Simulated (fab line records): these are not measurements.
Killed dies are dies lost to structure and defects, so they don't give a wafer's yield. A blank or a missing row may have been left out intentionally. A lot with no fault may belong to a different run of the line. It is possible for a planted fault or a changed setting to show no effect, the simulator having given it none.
fab line records    flow n5_finfet
record: lots: 24  wafers: 72  last_day: 19
route steps=1938 shown SD_EPI_N@274 ILD0@339 SDB@358
lots with no fault: from the same line, run without faults
start_h: start of the lot's first displayed wafer, in hours after the record's first day    wait_h: hours elapsed since this lot's preceding step    " unchanged from the row above    L1.1+2: one row covering several wafers at once    - no value, or no start was given    * or withheld: withheld    < > ~ a bound
route shown NAME@n: names a module that has steps shown in the file, with the first one's number in the route    usual: average and standard deviation across the fault-free wafers    same: alike in all rows    chamber/n: place in a boat    sites: each site's reading    _std_site: standard deviation across them    _edge_site: inner sites' mean taken away from outer sites' mean    radius_mm: how far each site lies from the wafer's centre    mask NAME#n: copy n    behind: the tool/chamber that last shaped the wafer    hold: why the lot went on hold/how many hours it stayed there/how the hold came to an end    device: whichever transistor did not switch (one of n, p or np)    end of line: at the end of the route, the tests of the same wafers    for a step that has no rows: nothing shown but its recipe    killed: the dies lost at the first sort to structure and to defects; this is not the yield of the wafer    map: per-die view of a wafer (x killed, . not killed, _ where there is no die)
set.NAME: the setting the step ran with; set.NAME@STEP: the setting that earlier step ran with    model.NAME: the simulator's own value behind a step, which no gauge read
steps of the route over a sample of lots; a table a step, a row a wafer
services: from which hour (start_h, from the record's first day; less than 0 if before it) a tool's chamber was out of use, for how many hours, and why
== steps ==
step: N5_SD_EPI_N_ETCH_34
recipe: chemistry: CF4  target: SiARC  target_depth_a: 455  mask_material: CAR-ArF-block  time_s: 75.8  ion_energy_ev: 80  pressure_mtorr: 40  source_w: 545  bias_w: 36  Ar_flow_sccm: 100  cf4_flow_sccm: 100  ends: cleared
usual: drypump_motor_current_A: 5.8/0.42  etch_rf_on_time_s: 77.1/2.5  oes_product_au: 0.64/0.049  rf_vpp_V: 184.3/1.2  showerhead_plenum_p_Torr: 2.15/0.079  throttle_valve_pct: 15.66/0.23
lot.wafer  tool         chamber  start_h  wait_h  drypump_motor_current_A  etch_rf_on_time_s  oes_product_au  rf_hours_counter_h  rf_vpp_V  showerhead_plenum_p_Torr  throttle_valve_pct
L074.2     rie_diel-05  0        53.42    0.0     5.6                      80.0               0.61            165                 183.8     2.13                      15.92
L074.5     "            1        "        "       6.5                      81.0               0.59            -                   183.5     2.05                      15.78
L074.6     "            2        "        "       5.5                      76.3               0.65            -                   184.9     2.22                      15.41
L075.2     rie_diel-02  3        57.62    0.0     4.9                      74.0               0.63            172                 183.7     2.13                      15.62
L075.4     "            2        "        "       6.4                      73.1               0.78            -                   185.4     2.28                      15.45
L075.5     "            0        "        "       5.8                      78.8               0.61            -                   182.6     2.04                      15.54
L076.2     rie_diel-04  3        65.35    0.0     5.7                      77.6               0.62            169                 185.5     2.22                      15.92
L076.4     "            1        "        "       5.3                      79.9               0.62            175                 185.9     2.23                      15.99
L076.6     "            2        "        "       6.0                      76.1               0.66            -                   183.3     2.05                      15.40
L077.2     rie_diel-05  0        69.02    0.0     5.5                      80.0               0.61            170                 184.1     2.13                      15.94
L077.3     "            2        "        "       5.5                      75.9               0.65            161                 184.4     2.22                      15.42
L077.6     "            2        "        "       5.6                      75.5               0.65            -                   184.9     2.22                      15.42
L078.1     rie_diel-02  1        75.27    0.0     5.8                      79.5               0.62            165                 186.2     2.21                      15.70
L078.2     "            0        "        "       5.8                      79.3               0.60            206                 182.1     2.04                      15.55
L078.6     "            2        "        "       6.4                      73.6               0.76            -                   186.6     2.28                      15.48
L079.1     rie_diel-02  2        77.96    0.0     6.4                      72.9               0.75            34                  185.7     2.27                      15.46
L079.4     "            0        "        "       5.8                      78.7               0.60            207                 182.7     2.04                      15.56
L079.5     "            0        "        "       5.8                      79.4               0.60            -                   183.0     2.04                      15.54
L080.1     rie_diel-02  3        84.06    0.0     4.9                      73.1               0.63            183                 184.3     2.13                      15.65
L080.3     "            0        "        "       5.7                      78.9               0.61            209                 182.2     2.04                      15.56
L080.6     "            1        "        "       5.8                      79.1               0.62            -                   185.9     2.21                      15.72
L081.3     rie_diel-05  1        91.52    0.0     6.5                      80.9               0.58            203                 184.1     2.04                      15.81
L081.5     "            2        "        "       5.5                      76.3               0.64            -                   184.9     2.22                      15.44
L081.6     "            3        "        "       6.1                      75.2               0.66            -                   182.2     2.15                      15.68
L082.3     rie_diel-04  2        97.79    0.0     6.0                      75.3               0.65            161                 182.8     2.05                      15.45
L082.5     "            0        "        "       5.6                      76.7               0.71            -                   183.5     2.10                      15.27
L082.6     "            3        "        "       5.7                      76.9               0.61            -                   185.4     2.21                      15.98
L083.2     rie_diel-05  3        103.77   0.0     6.1                      75.8               0.66            139                 184.9     2.15                      15.70
L083.3     "            2        "        "       5.5                      76.7               0.64            172                 183.8     2.22                      15.46
L083.4     "            1        "        "       6.5                      81.0               0.58            207                 184.0     2.04                      15.80
L084.1     rie_diel-02  3        108.33   0.0     4.9                      74.0               0.63            191                 183.5     2.13                      15.65
L084.4     "            2        "        "       6.4                      73.3               0.75            44                  185.7     2.27                      15.48
L084.5     "            0        "        "       5.8                      78.5               0.60            -                   183.2     2.04                      15.57
L085.4     rie_diel-02  3        117.25   0.0     4.9                      74.3               0.61            194                 183.6     2.12                      15.67
L085.5     "            0        "        "       5.8                      78.2               0.60            -                   183.3     2.03                      15.58
L085.6     "            3        "        "       4.9                      73.7               0.62            -                   184.8     2.12                      15.68
L086.2     rie_diel-04  3        127.50   0.0     5.8                      77.1               0.60            194                 184.5     2.21                      15.99
L086.5     "            1        "        "       5.3                      80.3               0.60            -                   184.8     2.23                      16.01
L086.6     "            0        "        "       5.6                      76.9               0.69            -                   183.9     2.09                      15.28
L087.4     rie_diel-02  1        128.16   0.0     5.8                      78.9               0.61            185                 185.2     2.21                      15.76
L087.5     "            1        "        "       5.8                      78.4               0.62            -                   186.3     2.21                      15.76
L087.6     "            2        "        "       6.4                      73.2               0.74            -                   184.2     2.27                      15.48
L088.2     rie_diel-04  3        135.87   0.0     5.7                      77.3               0.59            197                 183.9     2.21                      16.00
L088.3     "            0        "        "       5.6                      77.3               0.69            69                  184.1     2.09                      15.28
L088.4     "            1        "        "       5.3                      81.5               0.60            200                 183.8     2.22                      16.02
L089.1     rie_diel-05  1        138.91   0.0     6.5                      81.5               0.56            219                 182.9     2.04                      15.82
L089.5     "            0        "        "       5.6                      80.3               0.60            -                   183.8     2.13                      15.98
L089.6     "            1        "        "       6.5                      81.6               0.57            -                   182.8     2.04                      15.83
L090.3     rie_diel-04  3        143.82   0.0     5.7                      76.5               0.60            199                 185.1     2.21                      16.00
L090.4     "            0        "        "       5.6                      76.7               0.69            71                  183.2     2.09                      15.28
L090.5     "            0        "        "       5.6                      76.9               0.69            -                   183.6     2.09                      15.31
L091.1     rie_diel-04  2        153.50   0.0     6.1                      74.8               0.64            180                 183.6     2.04                      15.46
L091.2     "            3        "        "       5.7                      76.4               0.60            202                 185.8     2.21                      16.01
L091.4     "            1        "        "       5.3                      78.8               0.61            205                 184.2     2.22                      16.04
L092.1     rie_diel-05  3        156.98   0.0     6.1                      76.2               0.65            153                 184.0     2.14                      15.72
L092.3     "            0        "        "       5.6                      79.7               0.60            199                 183.1     2.12                      15.98
L092.5     "            3        "        "       6.1                      76.2               0.65            -                   185.2     2.14                      15.73
L093.3     rie_diel-04  2        162.10   0.0     6.1                      75.6               0.64            184                 184.0     2.04                      15.49
L093.4     "            0        "        "       5.6                      77.1               0.68            -                   183.5     2.09                      15.31
L093.6     "            3        "        "       5.7                      77.0               0.59            -                   184.3     2.21                      16.03
L094.1     rie_diel-02  3        170.28   0.0     4.9                      73.0               0.62            211                 184.0     2.12                      15.69
L094.2     "            2        "        "       6.4                      73.3               0.73            63                  186.3     2.26                      15.51
L094.5     "            1        "        "       5.8                      79.1               0.61            -                   185.0     2.20                      15.78
L095.1     rie_diel-02  1        177.12   0.0     5.8                      80.1               0.59            200                 184.9     2.20                      15.81
L095.4     "            0        "        "       5.8                      79.8               0.58            241                 182.7     2.03                      15.62
L095.5     "            1        "        "       5.8                      79.8               0.60            -                   185.0     2.20                      15.79
L096.2     rie_diel-04  0        182.37   0.0     5.6                      76.7               0.68            84                  183.2     2.09                      15.31
L096.3     "            2        "        "       6.1                      75.8               0.63            191                 183.0     2.04                      15.50
L096.6     "            2        "        "       6.1                      75.6               0.63            -                   181.7     2.04                      15.50
L097.3     rie_diel-02  2        187.33   0.0     6.4                      73.3               0.72            69                  184.5     2.26                      15.53
L097.4     "            1        "        "       5.8                      79.9               0.60            204                 184.1     2.20                      15.79
L097.5     "            2        "        "       6.4                      73.2               0.72            -                   185.5     2.26                      15.52
step: N5_SD_EPI_N_STRIP_38
recipe: chemistry: N2/H2  power_w: 1000  temp_c: 250  h2_frac: 0.65  overash_fraction: 0.3  pressure_mtorr: withheld  n2_flow_sccm: 1750  h2_flow_sccm: 3250
usual: drypump_motor_current_A: 5.86/0.24  heater_power_w: 336/26  oes_product_au: 0.760/0.012
lot.wafer  tool             chamber  start_h  wait_h  drypump_motor_current_A  heater_power_w  oes_product_au  rf_hours_counter_h
L074.2     plasma_asher-01  1        54.17    0.1     5.63                     307             0.746           79
L074.5     "                1        "        "       5.65                     309             0.742           -
L074.6     "                0        "        "       5.86                     332             0.776           -
L075.2     plasma_asher-01  1        58.39    0.1     5.63                     320             0.773           79
L075.4     "                1        "        "       5.63                     319             0.753           -
L075.5     "                0        "        "       5.87                     335             0.758           -
L076.2     plasma_asher-02  0        66.09    0.1     6.26                     322             0.744           36
L076.4     "                1        "        "       5.68                     389             0.772           -
L076.6     "                0        "        "       6.25                     327             0.757           -
L077.2     plasma_asher-02  0        69.76    0.1     6.25                     327             0.772           37
L077.3     "                1        "        "       5.67                     381             0.762           -
L077.6     "                0        "        "       6.24                     325             0.768           -
L078.1     plasma_asher-02  0        76.02    0.1     6.26                     327             0.774           39
L078.2     "                1        "        "       5.67                     378             0.759           39
L078.6     "                0        "        "       6.24                     332             0.771           -
L079.1     plasma_asher-02  1        78.71    0.1     5.66                     378             0.764           39
L079.4     "                1        "        "       5.63                     377             0.773           -
L079.5     "                0        "        "       6.23                     323             0.757           -
L080.1     plasma_asher-02  1        84.80    0.1     5.68                     373             0.762           41
L080.3     "                0        "        "       6.23                     332             0.774           -
L080.6     "                1        "        "       5.71                     387             0.763           -
L081.3     plasma_asher-02  1        92.29    0.1     5.69                     372             0.740           -
L081.5     "                1        "        "       5.66                     389             0.751           -
L081.6     "                0        "        "       6.25                     332             0.758           -
L082.3     plasma_asher-02  0        98.55    0.1     6.25                     333             0.769           -
L082.5     "                1        "        "       5.67                     377             0.759           -
L082.6     "                0        "        "       6.25                     323             0.779           -
L083.2     plasma_asher-01  1        104.52   0.1     5.63                     311             0.753           88
L083.3     "                1        "        "       5.68                     304             0.771           -
L083.4     "                0        "        "       5.85                     332             0.764           -
L084.1     plasma_asher-01  0        109.07   0.1     5.90                     324             0.753           89
L084.4     "                1        "        "       5.66                     318             0.772           -
L084.5     "                1        "        "       5.65                     311             0.761           -
L085.4     plasma_asher-01  0        118.02   0.0     5.86                     321             0.788           -
L085.5     "                1        "        "       5.63                     317             0.761           -
L085.6     "                0        "        "       5.91                     328             0.758           -
L086.2     plasma_asher-02  1        128.24   0.1     5.68                     375             0.741           50
L086.5     "                0        "        "       6.26                     331             0.777           -
L086.6     "                1        "        "       5.70                     375             0.742           -
L087.4     plasma_asher-01  1        128.92   0.1     5.64                     307             0.769           -
L087.5     "                0        "        "       5.88                     322             0.757           -
L087.6     "                1        "        "       5.65                     315             0.767           -
L088.2     plasma_asher-01  1        136.62   0.1     5.67                     303             0.772           94
L088.3     "                1        "        "       5.65                     318             0.752           -
L088.4     "                0        "        "       5.88                     326             0.748           -
L089.1     plasma_asher-01  1        139.66   0.1     5.64                     314             0.782           94
L089.5     "                1        "        "       5.64                     315             0.765           -
L089.6     "                0        "        "       5.90                     322             0.784           -
L090.3     plasma_asher-01  1        144.58   0.1     5.66                     315             0.764           -
L090.4     "                0        "        "       5.86                     324             0.731           -
L090.5     "                1        "        "       5.65                     316             0.729           -
L091.1     plasma_asher-01  0        154.25   0.1     5.89                     328             0.780           96
L091.2     "                1        "        "       5.65                     313             0.767           96
L091.4     "                1        "        "       5.67                     313             0.747           -
L092.1     plasma_asher-01  0        157.74   0.1     5.87                     324             0.754           97
L092.3     "                0        "        "       5.89                     325             0.754           -
L092.5     "                1        "        "       5.66                     317             0.756           -
L093.3     plasma_asher-02  0        162.87   0.1     6.25                     328             0.777           -
L093.4     "                1        "        "       5.68                     373             0.755           -
L093.6     "                1        "        "       5.72                     373             0.754           -
L094.1     plasma_asher-02  1        171.07   0.1     5.72                     371             0.759           60
L094.2     "                0        "        "       6.26                     324             0.762           60
L094.5     "                0        "        "       6.23                     328             0.762           -
L095.1     plasma_asher-02  0        177.87   0.1     6.25                     334             0.757           61
L095.4     "                1        "        "       5.73                     383             0.770           -
L095.5     "                0        "        "       6.25                     326             0.741           -
L096.2     plasma_asher-02  1        183.12   0.1     5.67                     377             0.757           62
L096.3     "                0        "        "       6.22                     328             0.775           -
L096.6     "                0        "        "       6.22                     324             0.739           -
L097.3     plasma_asher-01  0        188.10   0.1     5.86                     334             0.751           -
L097.4     "                1        "        "       5.66                     314             0.754           -
L097.5     "                1        "        "       5.65                     311             0.763           -
step: N5_SD_EPI_N_LINER_46
recipe: material: SiNx  target_thk_a: 30  temp_c: 400  ald_precursor_family: SiH2I2  ald_co_reactant: N2/H2-plasma  pressure_torr: 2
usual: heater_power_w: 866/70
lot.wafer  tool        chamber  start_h  wait_h  heater_power_w
L074.2     ald_sin-01  1        57.21    0.2     874
L074.5     "           2        "        "       797
L074.6     "           1        "        "       911
L075.2     ald_sin-03  1        61.30    0.1     857
L075.4     "           3        "        "       902
L075.5     "           0        "        "       749
L076.2     ald_sin-01  3        69.00    0.1     995
L076.4     "           2        "        "       794
L076.6     "           3        "        "       1015
L077.2     ald_sin-02  1        72.69    0.2     949
L077.3     "           2        "        "       883
L077.6     "           3        "        "       866
L078.1     ald_sin-02  3        79.09    0.3     850
L078.2     "           2        "        "       901
L078.6     "           0        "        "       910
L079.1     ald_sin-03  2        81.63    0.2     786
L079.4     "           0        "        "       731
L079.5     "           2        "        "       792
L080.1     ald_sin-01  1        89.87    1.6     900
L080.3     "           2        "        "       787
L080.6     "           1        "        "       874
L081.3     ald_sin-01  3        95.20    0.1     1001
L081.5     "           1        "        "       888
L081.6     "           2        "        "       814
L082.3     ald_sin-01  1        101.45   0.1     890
L082.5     "           3        "        "       1000
L082.6     "           2        "        "       801
L083.2     ald_sin-03  1        107.49   0.2     882
L083.3     "           3        "        "       875
L083.4     "           0        "        "       752
L084.1     ald_sin-03  2        112.79   0.2     841
L084.4     "           1        "        "       879
L084.5     "           3        "        "       881
L085.4     ald_sin-01  1        121.94   0.1     925
L085.5     "           2        "        "       804
L085.6     "           3        "        "       1040
L087.4     ald_sin-01  1        132.66   0.1     896
L087.5     "           1        "        "       909
L087.6     "           2        "        "       809
L086.2     ald_sin-01  2        132.87   0.2     805
L086.5     "           1        "        "       879
L086.6     "           2        "        "       792
L088.2     ald_sin-01  0        140.41   0.2     895
L088.3     "           2        "        "       796
L088.4     "           1        "        "       899
L089.1     ald_sin-02  3        142.70   0.2     864
L089.5     "           0        "        "       921
L089.6     "           3        "        "       858
L090.3     ald_sin-03  1        148.87   0.7     870
L090.4     "           3        "        "       853
L090.5     "           3        "        "       871
L091.1     ald_sin-02  1        158.06   0.3     925
L091.2     "           0        "        "       879
L091.4     "           2        "        "       885
L092.1     ald_sin-01  1        160.71   0.2     879
L092.3     "           3        "        "       1008
L092.5     "           2        "        "       801
L093.3     ald_sin-03  2        166.17   0.1     822
L093.4     "           0        "        "       755
L093.6     "           1        "        "       891
L094.1     ald_sin-02  1        174.07   0.2     937
L094.2     "           3        "        "       852
L094.5     "           2        "        "       901
L095.1     ald_sin-03  3        180.86   0.3     876
L095.4     "           2        "        "       822
L095.5     "           0        "        "       751
L096.2     ald_sin-03  0        186.12   0.1     752
L096.3     "           3        "        "       866
L096.6     "           2        "        "       806
L097.3     ald_sin-03  2        191.10   0.2     819
L097.4     "           1        "        "       889
L097.5     "           0        "        "       757
step: N5_ILD0_THK_MEAS_04
usual: thk_nm: 197.3/1.1
lot.wafer  tool           chamber  start_h  wait_h  thk_nm
L074.2     film_metro-01  -        65.49    -       198.0
L074.5     "              -        "        "       197.6
L074.6     "              -        "        "       198.3
L075.2     film_metro-02  -        69.25    -       197.0
L075.4     "              -        "        "       197.5
L075.5     "              -        "        "       197.0
L076.2     film_metro-02  -        76.82    -       198.1
L076.4     "              -        "        "       199.3
L076.6     "              -        "        "       197.4
L077.2     film_metro-01  -        80.62    -       196.7
L077.3     "              -        "        "       197.8
L077.6     "              -        "        "       196.3
L078.1     film_metro-01  -        87.10    -       198.9
L078.2     "              -        "        "       200.0
L078.6     "              -        "        "       198.8
L079.1     film_metro-02  -        89.76    -       196.0
L079.4     "              -        "        "       197.5
L079.5     "              -        "        "       195.6
L080.1     film_metro-01  -        99.31    -       196.6
L080.3     "              -        "        "       197.3
L080.6     "              -        "        "       197.5
L081.3     film_metro-02  -        104.27   -       198.4
L081.5     "              -        "        "       195.9
L081.6     "              -        "        "       196.1
L082.3     film_metro-02  -        109.44   -       195.7
L082.5     "              -        "        "       197.5
L082.6     "              -        "        "       196.9
L083.2     film_metro-01  -        115.28   -       196.9
L083.3     "              -        "        "       198.7
L083.4     "              -        "        "       196.8
L084.1     film_metro-02  -        120.72   -       197.3
L084.4     "              -        "        "       198.5
L084.5     "              -        "        "       196.9
L085.4     film_metro-02  -        130.79   -       198.9
L085.5     "              -        "        "       198.4
L085.6     "              -        "        "       198.7
L086.2     film_metro-02  -        141.24   -       197.5
L086.5     "              -        "        "       197.2
L086.6     "              -        "        "       195.4
L087.4     film_metro-01  -        141.99   -       197.7
L087.5     "              -        "        "       198.5
L087.6     "              -        "        "       195.2
L088.2     film_metro-01  -        149.90   -       197.0
L088.3     "              -        "        "       196.6
L088.4     "              -        "        "       198.0
L089.1     film_metro-02  -        151.43   -       197.7
L089.5     "              -        "        "       197.3
L089.6     "              -        "        "       195.7
L090.3     film_metro-02  -        157.00   -       196.7
L090.4     "              -        "        "       196.9
L090.5     "              -        "        "       197.2
L091.1     film_metro-02  -        168.05   -       196.2
L091.2     "              -        "        "       196.7
L091.4     "              -        "        "       198.5
L092.1     film_metro-01  -        169.05   -       194.9
L092.3     "              -        "        "       197.2
L092.5     "              -        "        "       196.3
L093.3     film_metro-02  -        175.34   -       196.0
L093.4     "              -        "        "       195.8
L093.6     "              -        "        "       197.4
L094.1     film_metro-02  -        183.15   -       197.7
L094.2     "              -        "        "       198.6
L094.5     "              -        "        "       197.6
L095.1     film_metro-01  -        192.72   -       196.2
L095.4     "              -        "        "       198.2
L095.5     "              -        "        "       198.1
L096.2     film_metro-01  -        194.50   -       197.3
L096.3     "              -        "        "       199.0
L096.6     "              -        "        "       197.2
L097.3     film_metro-02  -        199.09   -       197.5
L097.4     "              -        "        "       198.9
L097.5     "              -        "        "       196.9
step: N5_SDB_INSPECT_13
recipe: mode: adi  inspect_instrument: brightfield
usual: raw_defect_count: 72/30
lot.wafer  tool               chamber  start_h  wait_h  raw_defect_count
L074.2     defect_inspect-01  -        69.60    0.0     81
L074.5     "                  -        "        "       97
L074.6     "                  -        "        "       86
L075.2     defect_inspect-01  -        73.35    0.0     52
L075.4     "                  -        "        "       83
L075.5     "                  -        "        "       75
L076.2     defect_inspect-02  -        80.82    0.0     45
L076.4     "                  -        "        "       41
L076.6     "                  -        "        "       30
L077.2     defect_inspect-02  -        84.72    0.0     46
L077.3     "                  -        "        "       46
L077.6     "                  -        "        "       55
L078.1     defect_inspect-02  -        91.41    0.0     71
L078.2     "                  -        "        "       74
L078.6     "                  -        "        "       100
L079.1     defect_inspect-02  -        93.81    0.0     53
L079.4     "                  -        "        "       80
L079.5     "                  -        "        "       54
L080.1     defect_inspect-01  -        103.49   0.0     74
L080.3     "                  -        "        "       89
L080.6     "                  -        "        "       54
L081.3     defect_inspect-01  -        108.26   0.0     62
L081.5     "                  -        "        "       69
L081.6     "                  -        "        "       59
L082.3     defect_inspect-02  -        114.50   0.0     46
L082.5     "                  -        "        "       65
L082.6     "                  -        "        "       68
L083.2     defect_inspect-01  -        119.49   0.0     134
L083.3     "                  -        "        "       55
L083.4     "                  -        "        "       44
L084.1     defect_inspect-01  -        124.83   0.0     59
L084.4     "                  -        "        "       84
L084.5     "                  -        "        "       53
L085.4     defect_inspect-01  -        135.15   0.0     37
L085.5     "                  -        "        "       54
L085.6     "                  -        "        "       61
L086.2     defect_inspect-01  -        145.34   0.0     96
L086.5     "                  -        "        "       182
L086.6     "                  -        "        "       71
L087.4     defect_inspect-01  -        146.09   0.0     83
L087.5     "                  -        "        "       32
L087.6     "                  -        "        "       90
L088.2     defect_inspect-01  -        154.01   0.0     67
L088.3     "                  -        "        "       91
L088.4     "                  -        "        "       81
L089.1     defect_inspect-01  -        155.75   0.0     66
L089.5     "                  -        "        "       161
L089.6     "                  -        "        "       91
L090.3     defect_inspect-01  -        161.18   0.0     81
L090.4     "                  -        "        "       62
L090.5     "                  -        "        "       37
L091.1     defect_inspect-02  -        172.26   0.0     42
L091.2     "                  -        "        "       70
L091.4     "                  -        "        "       80
L092.1     defect_inspect-01  -        173.57   0.0     48
L092.3     "                  -        "        "       73
L092.5     "                  -        "        "       55
L093.3     defect_inspect-01  -        179.76   0.0     69
L093.4     "                  -        "        "       98
L093.6     "                  -        "        "       101
L094.1     defect_inspect-01  -        187.13   0.0     55
L094.2     "                  -        "        "       51
L094.5     "                  -        "        "       49
L095.1     defect_inspect-02  -        196.76   0.0     38
L095.4     "                  -        "        "       51
L095.5     "                  -        "        "       42
L096.2     defect_inspect-02  -        198.89   0.0     94
L096.3     "                  -        "        "       47
L096.6     "                  -        "        "       133
L097.3     defect_inspect-01  -        203.23   0.0     87
L097.4     "                  -        "        "       71
L097.5     "                  -        "        "       50
step: N5_SDB_INSPECT_36
recipe: inspect_instrument: darkfield  mode: post_cmp
usual: raw_defect_count: 40/19
lot.wafer  tool               chamber  start_h  wait_h  raw_defect_count
L074.2     defect_inspect-01  -        73.60    0.0     40
L074.5     "                  -        "        "       97
L074.6     "                  -        "        "       44
L075.2     defect_inspect-01  -        77.67    0.0     26
L075.4     "                  -        "        "       19
L075.5     "                  -        "        "       41
L076.2     defect_inspect-01  -        84.70    0.0     52
L076.4     "                  -        "        "       30
L076.6     "                  -        "        "       17
L077.2     defect_inspect-01  -        88.61    0.0     33
L077.3     "                  -        "        "       31
L077.6     "                  -        "        "       18
L078.1     defect_inspect-01  -        96.64    0.0     43
L078.2     "                  -        "        "       34
L078.6     "                  -        "        "       86
L079.1     defect_inspect-02  -        98.60    0.0     33
L079.4     "                  -        "        "       63
L079.5     "                  -        "        "       52
L080.1     defect_inspect-02  -        107.71   0.0     37
L080.3     "                  -        "        "       22
L080.6     "                  -        "        "       36
L081.3     defect_inspect-02  -        112.30   0.0     31
L081.5     "                  -        "        "       57
L081.6     "                  -        "        "       20
L082.3     defect_inspect-02  -        119.91   0.0     25
L082.5     "                  -        "        "       29
L082.6     "                  -        "        "       33
L083.2     defect_inspect-01  -        123.37   0.0     51
L083.3     "                  -        "        "       35
L083.4     "                  -        "        "       39
L084.1     defect_inspect-02  -        129.70   0.0     48
L084.4     "                  -        "        "       40
L084.5     "                  -        "        "       50
L085.4     defect_inspect-01  -        139.52   0.0     21
L085.5     "                  -        "        "       32
L085.6     "                  -        "        "       35
L086.2     defect_inspect-02  -        149.48   0.0     22
L086.5     "                  -        "        "       29
L086.6     "                  -        "        "       39
L087.4     defect_inspect-02  -        150.16   0.0     18
L087.5     "                  -        "        "       16
L087.6     "                  -        "        "       47
L088.2     defect_inspect-02  -        158.74   0.0     83
L088.3     "                  -        "        "       42
L088.4     "                  -        "        "       31
L089.1     defect_inspect-01  -        160.05   0.0     25
L089.5     "                  -        "        "       25
L089.6     "                  -        "        "       36
L090.3     defect_inspect-02  -        165.07   0.0     71
L090.4     "                  -        "        "       110
L090.5     "                  -        "        "       93
L091.1     defect_inspect-01  -        176.33   0.0     34
L091.2     "                  -        "        "       24
L091.4     "                  -        "        "       29
L092.1     defect_inspect-02  -        177.70   0.0     27
L092.3     "                  -        "        "       45
L092.5     "                  -        "        "       64
L093.3     defect_inspect-01  -        183.66   0.0     47
L093.4     "                  -        "        "       49
L093.6     "                  -        "        "       28
L094.1     defect_inspect-02  -        191.45   0.0     30
L094.2     "                  -        "        "       29
L094.5     "                  -        "        "       31
L095.1     defect_inspect-02  -        201.12   0.0     47
L095.4     "                  -        "        "       58
L095.5     "                  -        "        "       60
L096.2     defect_inspect-01  -        202.93   0.0     40
L096.3     "                  -        "        "       47
L096.6     "                  -        "        "       64
L097.3     defect_inspect-01  -        207.32   0.0     14
L097.4     "                  -        "        "       48
L097.5     "                  -        "        "       21
== services ==
tool             chamber  start_h  hours  kind
rie_diel-02      -        30.50    0.2    repair
rie_diel-02      1        38.04    19.6   repair
rie_diel-05      3        48.03    14.3   repair
plasma_asher-01  -        55.10    1.3    repair
rie_diel-02      1        58.16    9.7    repair
rie_diel-05      -        70.86    2.8    pm
ald_sin-03       -        85.25    14.0   pm
ald_sin-03       0        85.25    14.0   vent_cycle
ald_sin-03       1        85.25    14.0   vent_cycle
ald_sin-03       2        85.25    14.0   vent_cycle
ald_sin-03       3        85.25    14.0   vent_cycle
ald_sin-01       0        93.11    4.9    repair
ald_sin-03       0        99.25    -      clean
ald_sin-03       1        99.25    -      clean
ald_sin-03       2        99.25    -      clean
ald_sin-03       3        99.25    -      clean
ald_sin-01       -        112.30   2.8    pm
rie_diel-05      -        117.75   0.6    repair
rie_diel-05      -        126.84   0.3    repair
rie_diel-04      0        146.11   2.5    repair
ald_sin-02       3        163.38   5.8    repair
plasma_asher-01  -        167.85   2.8    pm
ald_sin-02       -        177.80   14.0   pm
ald_sin-02       0        177.80   14.0   vent_cycle
== key ==
fault none
